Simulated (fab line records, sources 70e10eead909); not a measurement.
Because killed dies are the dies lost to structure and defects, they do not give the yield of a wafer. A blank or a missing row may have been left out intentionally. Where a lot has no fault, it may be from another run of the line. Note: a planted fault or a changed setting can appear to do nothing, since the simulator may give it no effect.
Chamber matching || flow nand harc || NHARC_A_M1_ETCH_28 on rie diel-08 has 4 sister chambers
The step etches the open film in CF4/N2, target depth 30 nm, time 72.99 s. 14 wafers are shown with their chamber, then 7 later ones without.

== WAFERS PAIRED WITH THEIR CHAMBERS ==
{"wafer": "L915.2", "chamber": 0, "showerhead plenum p Torr (Torr)": 2.69, "drypump motor current A (A)": 5.7, "oes product au (a.u.)": 1.019}
{"wafer": "L915.5", "chamber": 3, "showerhead plenum p Torr (Torr)": 2.66, "drypump motor current A (A)": 6.5, "oes product au (a.u.)": 0.992}
{"wafer": "L915.6", "chamber": 2, "showerhead plenum p Torr (Torr)": 2.52, "drypump motor current A (A)": 5.8, "oes product au (a.u.)": 1.006}
{"wafer": "L914.2", "chamber": 3, "showerhead plenum p Torr (Torr)": 2.66, "drypump motor current A (A)": 6.5, "oes product au (a.u.)": 0.993}
{"wafer": "L914.3", "chamber": 2, "showerhead plenum p Torr (Torr)": 2.52, "drypump motor current A (A)": 5.8, "oes product au (a.u.)": 1.015}
{"wafer": "L914.6", "chamber": 1, "showerhead plenum p Torr (Torr)": 2.51, "drypump motor current A (A)": 6.4, "oes product au (a.u.)": 1.004}
{"wafer": "L916.1", "chamber": 2, "showerhead plenum p Torr (Torr)": 2.52, "drypump motor current A (A)": 5.8, "oes product au (a.u.)": 1.010}
{"wafer": "L916.3", "chamber": 0, "showerhead plenum p Torr (Torr)": 2.69, "drypump motor current A (A)": 5.7, "oes product au (a.u.)": 1.014}
{"wafer": "L916.5", "chamber": 0, "showerhead plenum p Torr (Torr)": 2.69, "drypump motor current A (A)": 5.7, "oes product au (a.u.)": 1.009}
{"wafer": "L920.1", "chamber": 1, "showerhead plenum p Torr (Torr)": 2.51, "drypump motor current A (A)": 6.5, "oes product au (a.u.)": 0.990}
{"wafer": "L920.2", "chamber": 2, "showerhead plenum p Torr (Torr)": 2.52, "drypump motor current A (A)": 5.8, "oes product au (a.u.)": 0.992}
{"wafer": "L920.6", "chamber": 2, "showerhead plenum p Torr (Torr)": 2.52, "drypump motor current A (A)": 5.8, "oes product au (a.u.)": 0.997}
{"wafer": "L919.1", "chamber": 2, "showerhead plenum p Torr (Torr)": 2.52, "drypump motor current A (A)": 5.8, "oes product au (a.u.)": 1.001}
{"wafer": "L919.5", "chamber": 1, "showerhead plenum p Torr (Torr)": 2.50, "drypump motor current A (A)": 6.5, "oes product au (a.u.)": 0.979}

SIGNATURES, as means of the wafers listed above
{"reading": "showerhead plenum p Torr", "chamber 0": 2.6900, "chamber 1": 2.5067, "chamber 2": 2.5200, "chamber 3": 2.6600, "scatter within a chamber": 0.00258}
{"reading": "drypump motor current A", "chamber 0": 5.700, "chamber 1": 6.467, "chamber 2": 5.800, "chamber 3": 6.500, "scatter within a chamber": 0.0258}
{"reading": "oes product au", "chamber 0": 1.01400, "chamber 1": 0.99100, "chamber 2": 1.00350, "chamber 3": 0.99250, "scatter within a chamber": 0.00852}
Rule: a wafer lies at a distance from a chamber equal to the root of the sum of squares, over the readings, of (its reading less the chamber's mean, divided by the reading's scatter). If the next closest chamber is less than 2 further off than the closest, the wafer can't be placed; otherwise it belongs to the closest. How the scatter is found: for the shown wafers, subtract from each reading the mean of its chamber, square and add these, divide the total by (wafers less chambers), then take the root.

== WAFERS MISSING THEIR CHAMBER ==
{"wafer": "L919.6", "showerhead plenum p Torr (Torr)": 2.66, "drypump motor current A (A)": 6.5, "oes product au (a.u.)": 0.984}
{"wafer": "L923.1", "showerhead plenum p Torr (Torr)": 2.66, "drypump motor current A (A)": 6.5, "oes product au (a.u.)": 0.986}
{"wafer": "L923.3", "showerhead plenum p Torr (Torr)": 2.51, "drypump motor current A (A)": 5.7, "oes product au (a.u.)": 0.996}
{"wafer": "L923.6", "showerhead plenum p Torr (Torr)": 2.52, "drypump motor current A (A)": 5.8, "oes product au (a.u.)": 0.999}
{"wafer": "L926.1", "showerhead plenum p Torr (Torr)": 2.50, "drypump motor current A (A)": 6.5, "oes product au (a.u.)": 0.995}
{"wafer": "L926.2", "showerhead plenum p Torr (Torr)": 2.66, "drypump motor current A (A)": 6.5, "oes product au (a.u.)": 0.993}
{"wafer": "L926.6", "showerhead plenum p Torr (Torr)": 2.52, "drypump motor current A (A)": 5.8, "oes product au (a.u.)": 0.995}

== WHICH CHAMBER EACH WENT THROUGH ==
{"wafer": "L919.6", "from the rows above": 3, "in truth": 3}
{"wafer": "L923.1", "from the rows above": 3, "in truth": 3}
{"wafer": "L923.3", "from the rows above": 2, "in truth": 2}
{"wafer": "L923.6", "from the rows above": 2, "in truth": 2}
{"wafer": "L926.1", "from the rows above": 1, "in truth": 1}
{"wafer": "L926.2", "from the rows above": 3, "in truth": 3}
{"wafer": "L926.6", "from the rows above": 2, "in truth": 2}
Correctly placed: 7 of 7. Number that these rows cannot place: 0. 0 placed wrongly.
